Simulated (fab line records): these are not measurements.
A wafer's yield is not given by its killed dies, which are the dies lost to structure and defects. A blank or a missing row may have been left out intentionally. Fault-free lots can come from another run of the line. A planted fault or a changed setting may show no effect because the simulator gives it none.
A lot that was struck, set against a sound lot || flow n5 finfet || 14 steps out of a route of 1938
Sound: the wafers L486.2, L486.4, L486.5. The struck wafers were L492.2, L492.6. The cause is named last.
Per side, at each step with rows, come the tool, then ch with its chambers, and then its first start. Under that, the readings that differ: sound wafers || struck wafers || difference of the means || sigmas: that difference in standard deviations of wafers without a fault.
alike: readings with means less than 2 such deviations apart, plus words and numbers identical on both sides. not compared: withheld readings, readings lacking a value on some wafer, bounds such as >300 that could conceal the same value, and numbers that have no deviation in the record and whose values overlap.
Wherever a step has rows on one side only, a row that says differs or no value, or a row with sigmas, the two part there. Numbers that have no deviation but don't overlap get no sigmas and don't part them. A reading that every wafer of one side lacks parts them only if that side has two wafers or more.

first, 8 steps without rows for these wafers: N5_BEOL_M5_COAT_66 (time 60 s, resist thk 12 nm); N5_BEOL_M5_COAT_74 (time 60 s, resist thk 5 nm); N5_BEOL_M5_COAT_22 (resist thk 30 nm); N5_BEOL_M5_EBR_24; N5_BEOL_M5_SOFTBAKE_23 (time 60 s); N5_BEOL_M5_EXPOSE_25 (exposes mask V4, defocus 10 nm); N5_BEOL_M5_PEB_26 (peb time 60 s); N5_BEOL_M5_DEVELOP_27 (develop time 30 s).
N5_BEOL_M5_CD_MEAS_28: target cd 30.6 nm, target cd y 20 nm.
  sound on cd sem-02 ch 0, day 10 19:15; struck on cd sem-01 ch 0, day 12 18:49
{"reading": "cd nm (nm)", "sound": "30.17 30.46 30.42", "struck": "30.98 31.00", "difference": "+0.64", "sigmas": "+3"}
N5_BEOL_M5_OVL_MEAS_29:
  sound on overlay-01 ch 0, day 10 19:17; struck on overlay-02 ch 0, day 12 18:52
  alike: V4_OVL
N5_BEOL_M5_INSPECT_30: inspects for defects (brightfield).
  sound: defect inspect-01 at day 10 19:20; struck: defect inspect-01 at day 12 18:55
  alike: raw defect count
N5_BEOL_M5_DESCUM_33: chemistry O2, time 7 s.
  sound on rie diel-03 ch 0,1, day 10 19:23; struck on rie diel-05 ch 0,3, day 12 19:02
  alike: chamber pressure mTorr, drypump motor current A, oes product au, rf vpp V, showerhead plenum p Torr, throttle valve pct
  not compared: rf hours counter h
N5_BEOL_M5_ETCH_75: etches underlayer in N2/H2, target depth 6.5 nm, time 5.2 s.
  sound on rie diel-03 ch 0,1, day 10 19:25; struck on rie diel-05 ch 0,3, day 12 19:05
{"reading": "etch rf on time s (s)", "sound": "5.10 5.08 5.09", "struck": "6.37 6.34", "difference": "+1.27", "sigmas": "+18"}
  alike: chamber pressure mTorr, drypump motor current A, oes product au, rf vpp V, showerhead plenum p Torr, throttle valve pct
  not compared: rf hours counter h
N5_BEOL_M5_ETCH_67: etches SiARC in CF4, target depth 15.6 nm, time 26 s.
  sound on rie diel-03 ch 0,1, day 10 19:26; struck on rie diel-05 ch 0,3, day 12 19:07
  alike: chamber pressure mTorr, drypump motor current A, etch rf on time s, mfc ar sccm, oes product au, rf vpp V, showerhead plenum p Torr, throttle valve pct
  not compared: rf hours counter h

## WHERE THEY PART
Earliest at N5_BEOL_M5_CD_MEAS_28; latest, in this record, at N5_BEOL_M5_ETCH_75. Later steps at which nothing parts them and some readings are alike: N5_BEOL_M5_ETCH_67.

WHY: what had been put in by the simulator
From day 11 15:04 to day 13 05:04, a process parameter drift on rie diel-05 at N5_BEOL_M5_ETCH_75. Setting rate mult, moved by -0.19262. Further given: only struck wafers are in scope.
